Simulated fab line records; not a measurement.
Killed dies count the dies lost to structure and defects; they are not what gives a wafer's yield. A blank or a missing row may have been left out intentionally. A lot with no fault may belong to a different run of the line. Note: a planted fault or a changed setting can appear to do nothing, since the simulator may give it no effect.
The same fault as seen by 2 desks + flow nand-harc + numbers are kept per desk, each desk with only its own; the story behind them comes last

FOR THE TOOL OWNER'S DESK: litho-track-01
Per lot that ran on this tool, the mean of the sampled wafers carrying a number, from the tool's own readings at NHARC_P_M2_SOFTBAKE_04 (time 55 s). A lot is out of limits, marked OUT, if its mean lies more than 4 standard deviations from the usual mean; the brackets give that distance.
Columns: A = heater-power-total-W at NHARC_P_M2_SOFTBAKE_04, usual 188.45 W; B = resist-line-temp-C at NHARC_P_M2_SOFTBAKE_04, usual 23.02 C
| lot  | first seen here | A                        | B     |
|------|-----------------|--------------------------|-------|
| L710 | day 6 18:00     | 188.34                   | 22.87 |
| L717 | day 9 04:00     | 188.70                   | 23.01 |
| L722 | day 11 07:00    | 212.53 (+99 or more) OUT | 22.99 |
| L723 | day 11 17:00    | 212.70 (+99 or more) OUT | 23.06 |
| L733 | day 16 03:00    | 188.40                   | 23.04 |
This desk's verdict: out of limits on L722, L723, starting with L722 at day 11 07:00 (heater-power-total-W at NHARC_P_M2_SOFTBAKE_04). L710, L717, L733 stayed within limits.

METROLOGY DESK
Means of the sampled wafers that have a number, per lot and without regard to the tool the lot ran on: this is what the gauges read. A lot is out of limits, marked OUT, if its mean lies more than 4 standard deviations from the usual mean; the brackets give that distance.
Columns: A = cd-nm at NHARC_P_M1_CD_MEAS_16, usual 130.4 nm; B = thk-nm at NHARC_P_M1_THK_MEAS_24, usual 158.0 nm
| lot  | first seen here | A     | B     |
|------|-----------------|-------|-------|
| L710 | day 6 15:25     | 131.0 | 158.1 |
| L712 | day 7 06:38     | 130.6 | 158.6 |
| L713 | day 7 12:02     | 130.5 | 158.4 |
| L717 | day 9 01:32     | 131.2 | 158.5 |
| L718 | day 9 14:19     | 130.7 | 158.4 |
| L720 | day 10 09:31    | 130.5 | 156.3 |
| L722 | day 11 03:37    | 130.7 | 158.8 |
| L723 | day 11 14:04    | 131.1 | 158.3 |
| L724 | day 12 06:11    | 129.8 | 158.0 |
| L729 | day 13 23:52    | 130.2 | 157.8 |
| L730 | day 14 18:41    | 130.0 | 157.7 |
| L731 | day 14 19:35    | 130.1 | 156.7 |
| L732 | day 15 16:14    | 129.9 | 157.1 |
| L733 | day 15 23:58    | 129.9 | 158.1 |
This desk found nothing out of limits on any of the 14 lots.

BROUGHT TOGETHER
The tool owner's desk could have raised an alarm at day 11 07:00, on L722, L723.
The metrology desk saw nothing out of limits.
The metrology desk has L722, L723 on record, within its limits.
The lots listed all ran NHARC_P_M2_SOFTBAKE_04 on litho-track-01.

WHAT THE SIMULATOR HAD INSERTED
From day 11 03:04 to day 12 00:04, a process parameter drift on litho-track-01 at NHARC_P_M2_SOFTBAKE_04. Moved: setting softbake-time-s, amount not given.
Lots struck among those shown: L722, L723.
How many hours passed from the start of the fault until each desk's first out-of-limits reading: the tool owner's desk, 4.
